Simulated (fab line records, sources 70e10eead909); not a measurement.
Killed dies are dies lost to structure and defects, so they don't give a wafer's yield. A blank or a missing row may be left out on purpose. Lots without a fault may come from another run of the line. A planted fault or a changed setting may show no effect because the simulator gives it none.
A struck lot beside a sound one | flow nand_harc | 38 steps out of a route of 1302
Sound: wafers L236.2, L236.4, L236.6. Struck: wafers L255.1, L255.4, L255.6. The cause comes at the end.
At each step with rows: each side's tool, then ch and its chambers, then its first start. Under that, the readings that differ: sound wafers | struck wafers | difference of the means | sigmas: that difference in standard deviations of wafers without a fault.
alike: readings whose means differ by less than 2 such deviations, and words and numbers that are the same on both sides. not compared: withheld readings, readings that some wafer has no value for, bounds like >300 that may hide the same value, and numbers for which the record gives no deviation and whose values overlap.
The two part at a step that has a row with sigmas, a row that says differs or no value, or rows on one side only. Numbers that don't overlap but have no deviation are shown without sigmas and don't part them. A reading that every wafer of one side lacks parts them only if that side has two wafers or more.

first, 1 step without rows for these wafers: NHARC_A_CHANNEL_FILL_D2_ETCHBACK_20 (etches the open film in C4F8/O2/Ar, target depth 27 nm, time 13.5 s).
NHARC_A_CHANNEL_FILL_D2_STRIP_28: strips in O2, time 20 s.
  sound on rie_diel-02 ch 0,1, day 14 17:07; struck on rie_diel-02 ch 0,1,2, day 22 14:15
  alike: drypump_motor_current_A, oes_product_au, rf_vpp_V, showerhead_plenum_p_Torr, throttle_valve_pct
  not compared: rf_hours_counter_h
then, 4 steps without rows for these wafers: NHARC_A_CHANNEL_FILL_D2_PRECLEAN_21 (cleans in dHF, time 30 s); NHARC_A_CHANNEL_FILL_D2_SRD_23; NHARC_A_CHANNEL_FILL_D2_CVD_05 (deposits poly-Si, target thk 5 nm); NHARC_A_CHANNEL_FILL_D2_ANNEAL_22 (time 7200 s).
NHARC_A_CHANNEL_FILL_D2_ALD_25: deposits SiOx, target thk 60 nm, pulse time 10 s, ald cycles 600.
  sound on ald_hk-04 ch 0,1,2, day 15 06:14; struck on ald_hk-04 ch 0,2, day 23 01:35
  alike: heater_power_w, precursor_pulse_height_rel
NHARC_A_CHANNEL_FILL_D2_ETCHBACK_08: etches the open film in C4F8, target depth 220 nm, time 110 s.
  sound on rie_diel-02 ch 0,3; struck on rie_diel-05 ch 0,1,3
  alike: oes_product_au, rf_vpp_V
  not compared: rf_hours_counter_h
NHARC_A_CHANNEL_FILL_D2_STRIP_29: strips in O2, time 20 s.
  sound on rie_diel-02 ch 0,1,2; struck on rie_diel-05 ch 0,1,3
  alike: drypump_motor_current_A, oes_product_au, rf_vpp_V, showerhead_plenum_p_Torr, throttle_valve_pct
  not compared: rf_hours_counter_h
then, 2 steps without rows for these wafers: NHARC_A_CHANNEL_FILL_D2_PRECLEAN_30 (cleans in dHF, time 30 s); NHARC_A_CHANNEL_FILL_D2_SRD_31.
NHARC_A_CHANNEL_FILL_D2_CVD_09: deposits poly-Si, target thk 150 nm, time 3000 s.
  sound on lpcvd_poly-03 ch 0, day 15 13:47; struck on lpcvd_poly-03 ch 0, day 23 09:48
then, 13 steps without rows for these wafers: NHARC_A_CHANNEL_FILL_D2_CMP_10 (polishes, target thk 150 nm); NHARC_A_CHANNEL_FILL_D2_SRD_12; NHARC_A_CHANNEL_FILL_D2_RTA_24 (time 5 s); NHARC_A_STAIRCASE_DEP_156 (deposits SiNx, target thk 50 nm); NHARC_A_STAIRCASE_DEHYDRATE_158 (time 120 s); NHARC_A_STAIRCASE_HMDS_159 (time 30 s); NHARC_A_STAIRCASE_COAT_160; NHARC_A_STAIRCASE_SOFTBAKE_161 (time 170 s); NHARC_A_STAIRCASE_EBR_162; NHARC_A_STAIRCASE_EXPOSE_163 (exposes mask STAIR OPEN); NHARC_A_STAIRCASE_PEB_164 (peb time 130 s); NHARC_A_STAIRCASE_DEVELOP_165 (time 140 s); NHARC_A_STAIRCASE_HARDBAKE_167 (time 140 s).
NHARC_A_STAIRCASE_DESCUM_168: chemistry O2, time 3 s.
  sound on rie_diel-09 ch 0,3, day 15 18:31; struck on rie_diel-08 ch 1,3, day 23 14:34
  alike: drypump_motor_current_A, oes_product_au, rf_vpp_V, showerhead_plenum_p_Torr, throttle_valve_pct
  not compared: rf_hours_counter_h
then, 11 steps without rows for these wafers: NHARC_A_STAIRCASE_ETCH_169 (etches the open film in CH3F/O2, target depth 50 nm, time 107.1 s); NHARC_A_STAIRCASE_ETCH_170 (etches the open film in C4F6/O2, target depth 200 nm, time 66.667 s); NHARC_A_STAIRCASE_STRIP_171 (strips in O2); NHARC_A_STAIRCASE_STRIP_172 (strips in SPM, time 900 s); NHARC_A_STAIRCASE_PRECLEAN_173 (cleans in SC1); NHARC_A_STAIRCASE_SRD_174; NHARC_A_STAIRCASE_DEHYDRATE_01 (time 120 s); NHARC_A_STAIRCASE_HMDS_02 (time 30 s); NHARC_A_STAIRCASE_COAT_03; NHARC_A_STAIRCASE_SOFTBAKE_04 (time 170 s); NHARC_A_STAIRCASE_EBR_05.
-- the record jumps here: 9 days lie between the struck wafers' starts before and after (it left off in module A_STAIRCASE and takes up again in module END, whose first step shown is number 1302 of the route) --
NHARC_END_SORT_01:
  the record has rows for the struck wafers here (prober-01 ch 0, day 32 05:56) and none for the sound ones

WHERE THEY PART
Only at NHARC_END_SORT_01, within this record.

WHY: what the simulator had put in
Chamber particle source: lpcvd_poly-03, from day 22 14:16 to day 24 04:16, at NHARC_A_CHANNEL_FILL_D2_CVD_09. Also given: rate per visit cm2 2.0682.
